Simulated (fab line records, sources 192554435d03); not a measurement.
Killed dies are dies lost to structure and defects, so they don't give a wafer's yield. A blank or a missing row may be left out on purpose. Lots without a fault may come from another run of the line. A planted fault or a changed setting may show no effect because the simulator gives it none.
Chamber matching | flow n5_finfet | N5_BEOL_M10_DEP_56 on pecvd-03: 3 sister chambers
The step deposits SiCN from 3MS/NH3, target thk 15 nm, time 26.5 s. 3 wafers are shown with their chamber, then 11 later ones without.

WAFERS WITH THEIR CHAMBER
wafer  | chamber | throttle_valve_pct (%)
L085.1 | 2       | 8.6
L085.5 | 1       | 10.0
L087.2 | 0       | 8.3

WAFERS WITHOUT THEIR CHAMBER
wafer  | throttle_valve_pct (%)
L087.5 | 8.3
L087.6 | 9.8
L091.2 | 9.7
L091.3 | 9.6
L091.5 | 8.5
L090.3 | 8.9
L090.4 | 8.5
L090.6 | 8.5
L097.2 | 10.0
L097.3 | 8.5
L097.6 | 8.4

WHICH CHAMBER EACH WENT THROUGH
wafer  | from the rows above     | in truth
L087.5 | can't be placed: 0 or 2 | 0
L087.6 | 1                       | 1
L091.2 | 1                       | 1
L091.3 | 1                       | 1
L091.5 | can't be placed: 2 or 0 | 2
L090.3 | can't be placed: 2 or 0 | 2
L090.4 | can't be placed: 2 or 0 | 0
L090.6 | can't be placed: 2 or 0 | 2
L097.2 | 1                       | 1
L097.3 | can't be placed: 2 or 0 | 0
L097.6 | can't be placed: 0 or 2 | 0
Placed correctly: 4 of 11. Can't be placed from these rows: 7 (the true chamber is among the candidates in 7). Placed wrongly: 0.
How it was worked out, from the rows above alone: a wafer's distance from a chamber is the root of the sum, over the readings, of the square of ((its reading less the chamber's mean) divided by the reading's scatter). The wafer belongs to the nearest chamber; if the next one is less than 2 further off, it can't be placed. A chamber's mean is the mean of its shown wafers. The scatter: with one shown wafer a chamber, the root of the mean of the squares of how far each hidden wafer lies from its nearest shown one.
